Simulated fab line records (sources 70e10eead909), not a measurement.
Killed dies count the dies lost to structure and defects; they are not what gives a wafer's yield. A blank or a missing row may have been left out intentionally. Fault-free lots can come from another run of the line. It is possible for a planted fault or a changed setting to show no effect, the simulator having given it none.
Matching of chambers    flow nand-harc    NHARC_A_STAIRCASE_DEP_471 on pecvd-04 has 3 sister chambers
The step deposits SiO2, target thk 100 nm. 18 wafers are shown with their chamber, then 9 later ones without.

WAFERS, EACH WITH ITS CHAMBER
wafer   chamber  heater-power-w (W)  throttle-valve-pct (%)
L076.2  0        540                 16.4
L076.4  0        547                 16.3
L076.5  1        520                 15.8
L077.1  2        865                 17.3
L077.2  0        590                 15.8
L077.3  1        571                 16.0
L078.1  0        518                 16.1
L078.3  1        592                 15.7
L078.4  2        769                 17.1
L080.1  2        851                 17.3
L080.3  0        559                 15.7
L080.5  1        498                 15.7
L089.2  1        537                 15.6
L089.4  1        533                 15.9
L089.5  2        843                 17.1
L091.3  2        839                 17.9
L091.4  2        834                 17.6
L091.6  1        534                 16.1

SIGNATURES (averages over the wafers above)
reading             chamber 0  chamber 1  chamber 2  scatter within a chamber
heater-power-w      550.80     540.71     833.50     30.9
throttle-valve-pct  16.060     15.829     17.383     0.265
Rule: for a wafer and a chamber, the distance is found by dividing, reading by reading, the gap between the wafer's reading and the chamber's mean by the reading's scatter, squaring, summing and taking the root. The wafer belongs to the nearest chamber; if the next one is less than 2 further off, it can't be placed. The scatter: the root of (the sum of the squares of (reading less its chamber's mean) over the shown wafers, divided by (wafers less chambers)).

WAFERS WHOSE CHAMBER IS MISSING
wafer   heater-power-w (W)  throttle-valve-pct (%)
L092.2  560                 16.1
L092.4  566                 16.0
L092.6  591                 16.4
L093.2  540                 15.9
L093.5  543                 16.1
L093.6  431                 15.8
L095.2  495                 15.8
L095.4  628                 15.9
L095.6  787                 17.2

WHICH CHAMBER EACH ONE RAN IN
wafer   from the rows above      in truth
L092.2  can't be placed: 0 or 1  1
L092.4  can't be placed: 0 or 1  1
L092.6  can't be placed: 0 or 1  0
L093.2  can't be placed: 1 or 0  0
L093.5  can't be placed: 0 or 1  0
L093.6  can't be placed: 1 or 0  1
L095.2  can't be placed: 1 or 0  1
L095.4  can't be placed: 0 or 1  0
L095.6  2                        2
Placed correctly: 1 of 9. These rows do not allow placing 8 (true chamber among the candidates in 8). 0 placed wrongly.
